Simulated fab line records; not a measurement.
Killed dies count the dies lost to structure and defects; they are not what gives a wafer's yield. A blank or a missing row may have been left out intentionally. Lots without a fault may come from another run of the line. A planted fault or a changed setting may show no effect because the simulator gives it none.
Commonality check across tools    flow nand-harc    Sampled: 12 lots, 36 wafers

## REASON IT WAS OPENED
At NHARC_A_M1_CD_MEAS_09 the reading cd-nm is flagged on 3 of 12 lots. Fault-free wafers read 119.8 nm, with a standard deviation of 0.56.
Rule: a lot is flagged in two cases, either no wafer of it has a number, or all its wafers with numbers fall more than 4 standard deviations from that mean. As for the other lots, they are considered sound.

lot   measured      on         cd-nm (nm), wafer by wafer  flag
L797  day 22 12:07  cd-sem-01  118.8 120.0 119.5           
L798  day 23 16:17  cd-sem-01  119.0 119.2 119.7           
L800  day 23 17:16  cd-sem-02  119.8 119.6 119.6           
L799  day 23 23:38  cd-sem-03  118.9 119.4 119.7           
L801  day 24 12:53  cd-sem-01  120.6 120.5 120.0           
L802  day 25 07:18  cd-sem-03  119.7 119.9 119.3           
L812  day 29 04:00  cd-sem-02  120.5 119.5 120.6           
L811  day 29 05:20  cd-sem-01  104.0 103.6 104.3           FLAGGED
L813  day 29 11:29  cd-sem-01  106.2 106.6 106.8           FLAGGED
L814  day 29 15:55  cd-sem-02  109.8 109.1 109.4           FLAGGED
L817  day 31 13:44  cd-sem-02  120.1 119.8 119.6           
L819  day 32 17:35  cd-sem-02  119.7 119.2 120.1           
Average over the flagged lots: 106.6 nm; offset from the usual -13.2 nm, equal to -23 standard deviations.

## TOOL THAT RAN EACH LOT
Before the reading, the record contains 4 process steps out of a 1302-step route. Every cell lists first the tool, next ch and the chambers used by the sampled wafers, and last the start.
lot   flag     NHARC_A_M0_DESCUM_14                NHARC_A_M0_ETCH_15                             NHARC_A_M0_PVD_20                        NHARC_A_M1_EXPOSE_06
L797           rie-diel-07 ch 0,2,3, day 22 08:13  rie-diel-07 ch 0,1,2, day 22 11:58 or earlier  pvd-sputter-02, day 22 11:58 or earlier  arfi-scanner-01 ch 0, day 22 11:58
L798           rie-diel-01 ch 0,1,2, day 23 12:33  rie-diel-01 ch 1,2,3, day 23 16:08 or earlier  pvd-sputter-02, day 23 16:08 or earlier  arfi-scanner-02 ch 0, day 23 16:08
L800           rie-diel-01 ch 0,1,2, day 23 13:25  rie-diel-01 ch 0,1,3, day 23 17:08 or earlier  pvd-sputter-02, day 23 17:08 or earlier  arfi-scanner-01 ch 0, day 23 17:08
L799           rie-diel-07 ch 1,2,3, day 23 19:43  rie-diel-07 ch 1,3, day 23 23:31 or earlier    pvd-sputter-01, day 23 23:31 or earlier  arfi-scanner-01 ch 0, day 23 23:31
L801           rie-diel-08 ch 2,3, day 24 08:53    rie-diel-08 ch 2,3, day 24 12:45 or earlier    pvd-sputter-03, day 24 12:45 or earlier  arfi-scanner-03 ch 0, day 24 12:45
L802           rie-diel-07 ch 0,1,3, day 25 03:22  rie-diel-07 ch 0,1, day 25 07:10 or earlier    pvd-sputter-03, day 25 07:10 or earlier  arfi-scanner-01 ch 0, day 25 07:10
L812           rie-diel-08 ch 0,2,3, day 29 00:16  rie-diel-08 ch 1,2,3, day 29 03:52 or earlier  pvd-sputter-03, day 29 03:52 or earlier  arfi-scanner-03 ch 0, day 29 03:52
L811  FLAGGED  rie-diel-08 ch 0,1,3, day 29 01:28  rie-diel-08 ch 0,1,3, day 29 05:13 or earlier  pvd-sputter-01, day 29 05:13 or earlier  arfi-scanner-01 ch 0, day 29 05:13
L813  FLAGGED  rie-diel-08 ch 0,2,3, day 29 07:46  rie-diel-08 ch 1,2,3, day 29 11:21 or earlier  pvd-sputter-02, day 29 11:21 or earlier  arfi-scanner-01 ch 0, day 29 11:21
L814  FLAGGED  rie-diel-01 ch 1,2,3, day 29 12:04  rie-diel-01 ch 1,2,3, day 29 15:46 or earlier  pvd-sputter-01, day 29 15:46 or earlier  arfi-scanner-01 ch 0, day 29 15:46
L817           rie-diel-07 ch 1,2,3, day 31 09:28  rie-diel-07 ch 0,1,3, day 31 13:37 or earlier  pvd-sputter-01, day 31 13:37 or earlier  arfi-scanner-02 ch 0, day 31 13:37
L819           rie-diel-07 ch 0,1,3, day 32 13:35  rie-diel-07 ch 1,2, day 32 17:26 or earlier    pvd-sputter-03, day 32 17:26 or earlier  arfi-scanner-02 ch 0, day 32 17:26
What is done by these steps:
- NHARC_A_M0_DESCUM_14: chemistry O2, time 3 s.
- NHARC_A_M0_ETCH_15: etches the open film in C4F8/Ar, target depth 150 nm, overetch 15 nm, time 82.5 s.
- NHARC_A_M0_PVD_20: deposits TaN, target thk 5 nm, time 8.06 s.
- NHARC_A_M1_EXPOSE_06: exposes mask A M1, target cd 120 nm.
- NHARC_A_M1_CD_MEAS_09: target cd 120 nm.

## FLAGGED AGAINST TOTAL, ONE TOOL AT A TIME (gauges that did the reading follow at the end)
step                   tool             lots run  flagged  share of the flagged lots  sound lots run after its first flagged lot
NHARC_A_M0_DESCUM_14   rie-diel-01      3         1        some                       0
NHARC_A_M0_DESCUM_14   rie-diel-07      5         0        none                       -
NHARC_A_M0_DESCUM_14   rie-diel-08      4         2        some                       0
NHARC_A_M0_ETCH_15     rie-diel-01      3         1        some                       0
NHARC_A_M0_ETCH_15     rie-diel-07      5         0        none                       -
NHARC_A_M0_ETCH_15     rie-diel-08      4         2        some                       0
NHARC_A_M0_PVD_20      pvd-sputter-01   4         2        some                       1 (L817)
NHARC_A_M0_PVD_20      pvd-sputter-02   4         1        some                       0
NHARC_A_M0_PVD_20      pvd-sputter-03   4         0        none                       -
NHARC_A_M1_EXPOSE_06   arfi-scanner-01  7         3        all                        0
NHARC_A_M1_EXPOSE_06   arfi-scanner-02  3         0        none                       -
NHARC_A_M1_EXPOSE_06   arfi-scanner-03  2         0        none                       -
NHARC_A_M1_CD_MEAS_09  cd-sem-01        5         2        some                       0
NHARC_A_M1_CD_MEAS_09  cd-sem-02        5         1        some                       2 (L817,L819)
NHARC_A_M1_CD_MEAS_09  cd-sem-03        2         0        none                       -
NHARC_A_M0_ETCH_15 gives no start for some lots, so the hours and the order of its lots are those of NHARC_A_M1_EXPOSE_06. NHARC_A_M0_PVD_20 gives no start for some lots, so the hours and the order of its lots are those of NHARC_A_M1_EXPOSE_06.

## WHAT IS ALLOWED BY THE TABLE
Rows of the table that ran each flagged lot: 1, that is arfi-scanner-01 at NHARC_A_M1_EXPOSE_06.
- arfi-scanner-01 at NHARC_A_M1_EXPOSE_06 ran 7 lots, 3 of them flagged. Its last sound lot is L802 (day 25 07:10), its first flagged lot L811 (day 29 05:13): a fault that began between those two fits. Its own readings lie more than 4 standard deviations out on every wafer of the flagged lots: exposure-dose-mJ-cm2.
arfi-scanner-01 at NHARC_A_M1_EXPOSE_06 is the single tool remaining.

## WHAT THE SIMULATOR HAD INSERTED
Process parameters drifting: arfi-scanner-01 at NHARC_A_M1_EXPOSE_06, beginning at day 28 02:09. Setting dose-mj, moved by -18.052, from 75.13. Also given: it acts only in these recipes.
Shown lots that were struck: L811, L813, L814. Same finding as the rule above.
